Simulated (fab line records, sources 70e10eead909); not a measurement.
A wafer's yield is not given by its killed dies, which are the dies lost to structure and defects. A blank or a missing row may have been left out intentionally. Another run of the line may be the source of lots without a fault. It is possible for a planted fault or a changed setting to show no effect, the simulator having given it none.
Matching of chambers :: flow nand_harc :: NHARC_A_STAIRCASE_CMP_450 on cmp-03 has 4 sister chambers
The step polishes SiO2, target thk 200 nm. 4 wafers are shown with their chamber, then 9 later ones without.

## WAFERS PAIRED WITH THEIR CHAMBERS
wafer: L089.6
chamber: 0
motor_current_A (A): 13.7

wafer: L090.2
chamber: 3
motor_current_A (A): 9.9

wafer: L090.4
chamber: 2
motor_current_A (A): 11.9

wafer: L090.6
chamber: 1
motor_current_A (A): 11.6

## WAFERS WITHOUT THEIR CHAMBER
wafer: L093.1
motor_current_A (A): 14.2

wafer: L093.2
motor_current_A (A): 11.8

wafer: L093.3
motor_current_A (A): 10.1

wafer: L091.1
motor_current_A (A): 11.8

wafer: L091.3
motor_current_A (A): 13.5

wafer: L091.6
motor_current_A (A): 14.4

wafer: L094.3
motor_current_A (A): 12.5

wafer: L094.4
motor_current_A (A): 11.7

wafer: L094.6
motor_current_A (A): 10.2

## WHICH CHAMBER EACH ONE RAN IN
wafer: L093.1
from the rows above: 0
in truth: 0

wafer: L093.2
from the rows above: can't be placed: 2 or 1
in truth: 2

wafer: L093.3
from the rows above: 3
in truth: 3

wafer: L091.1
from the rows above: can't be placed: 2 or 1
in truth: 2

wafer: L091.3
from the rows above: 0
in truth: 0

wafer: L091.6
from the rows above: 0
in truth: 0

wafer: L094.3
from the rows above: can't be placed: 2 or 1 or 0
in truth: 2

wafer: L094.4
from the rows above: can't be placed: 1 or 2
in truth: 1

wafer: L094.6
from the rows above: 3
in truth: 3
5 of 9 placed correctly. From these rows, 4 cannot be placed; in 4 the true chamber is one of the candidates. 0 placed wrongly.
How it was worked out, from the rows above alone: a wafer's distance from a chamber is the root of the sum, over the readings, of the square of ((its reading less the chamber's mean) divided by the reading's scatter). The wafer belongs to the nearest chamber; if the next one is less than 2 further off, it can't be placed. The mean given for a chamber averages the wafers shown for that chamber. The scatter: with one shown wafer a chamber, the root of the mean of the squares of how far each hidden wafer lies from its nearest shown one.
